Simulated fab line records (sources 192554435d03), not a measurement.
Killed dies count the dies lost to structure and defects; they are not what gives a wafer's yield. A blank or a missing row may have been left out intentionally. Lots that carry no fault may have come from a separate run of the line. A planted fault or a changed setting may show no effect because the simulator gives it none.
Split-lot study ; flow n5_finfet ; 21 wafers read across 7 lots, on a route 1938 steps long

## ABOUT THE SPLIT
At N5_MOL_CONTACT_COAG_ETCH_110 (etches Si in CF4/O2, target depth 2.5 nm, time 8 s), the setting source_w was moved away from the recipe's 200 W on 4 of the 21 wafers read, by -13.2% to +16.8%. For the rest of the wafers, this setting stayed at what the recipe calls for.

The reading is taken at the split's own step.

## THE READING
rf_vpp_V, in V, at N5_MOL_CONTACT_COAG_ETCH_110 (etches Si in CF4/O2, target depth 2.5 nm, time 8 s). Fault-free wafers of this fab line usually give 128.0 V, standard deviation 1.8 V.

wafer;tool, chamber at the split;source_w as run, W;against the recipe;rf_vpp_V, V;against lot-mates on the recipe
L075.1;rie_diel-04, 2;173.6;-13.2%;139.0;+11.2
L075.3;rie_diel-04, 0;200;recipe;130.1;-
L075.4;rie_diel-04, 2;200;recipe;125.6;-
L077.1;rie_diel-01, 3;233.5;+16.8%;116.5;-13.2
L077.2;rie_diel-01, 2;233.5;+16.8%;118.8;-10.9
L077.6;rie_diel-01, 2;200;recipe;129.7;-
L083.3;rie_diel-03, 0;200;recipe;126.7;-
L083.4;rie_diel-03, 1;200;recipe;128.7;-
L083.6;rie_diel-03, 1;219.2;+9.6%;121.5;-6.2
L090.1;rie_diel-04, 2;200;recipe;124.9;-
L090.4;rie_diel-04, 1;200;recipe;127.3;-
L090.5;rie_diel-04, 2;200;recipe;126.0;-
L091.1;rie_diel-04, 2;200;recipe;125.7;-
L091.4;rie_diel-04, 2;200;recipe;125.1;-
L091.5;rie_diel-04, 0;200;recipe;131.2;-
L094.3;rie_diel-04, 2;200;recipe;126.1;-
L094.5;rie_diel-04, 2;200;recipe;126.9;-
L094.6;rie_diel-04, 1;200;recipe;127.5;-
L095.2;rie_diel-03, 1;200;recipe;130.3;-
L095.4;rie_diel-03, 2;200;recipe;126.6;-
L095.6;rie_diel-03, 3;200;recipe;128.7;-

THE FIT
A straight line over all 21 wafers: rf_vpp_V changes by -0.661 V for each +1% of source_w; r = -0.91; the points scatter about the line by 2 V.
The same after taking each lot's own level away (the mean of its wafers on the recipe; 21 wafers): -0.743 V for each +1%; r = -0.95; scatter 1.6 V.
That fit puts the effect of the largest move of source_w on the reading at 12 V.
From 126.07 to 129.70 V: that is the span of the lots' own levels, equal to 2.0 times the standard deviation above.
So the slope is not independent of the lot-to-lot level: the two fits are not the same.
Check: -11.8 V against its lot-mates is what the line predicts for one of the wafers moved furthest among these (+16.8%) when that wafer is left out of the fit. It came out at -13.2 V against them.
Tool readings at the split's step, against how far the setting was moved: rf_vpp_V r = -0.91.

## THESE WAFERS: OTHER SPLITS
These wafers also went through other splits before the reading. Each is held against what the fit with the lots' levels taken away leaves over:
other split on the same wafers;wafers away from the commonest value;r with rf_vpp_V (lot level and that fit taken away)
N5_GATE_CUT_EXPOSE_10 dose_mj;6;-0.15

## THE WHOLE CHAIN: every reading that the file lists as answering this split, in the file's order
step;what it does;reading;change (the file's fit);r (the file's)
N5_MOL_CONTACT_COAG_ETCH_110;etches Si in CF4/O2, target depth 2.5 nm, time 8 s;rf_vpp_V;-0.747 V for each +1% of the setting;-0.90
N5_MOL_CONTACT_COAG_ETCH_110;etches Si in CF4/O2, target depth 2.5 nm, time 8 s;etch.depth_nm (the simulator's own value, which no gauge read);+0.0216 nm for each +1% of the setting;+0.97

## FILE'S OWN FIT
rf_vpp_V changes by -0.747 V for each +1% of source_w, r = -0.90.
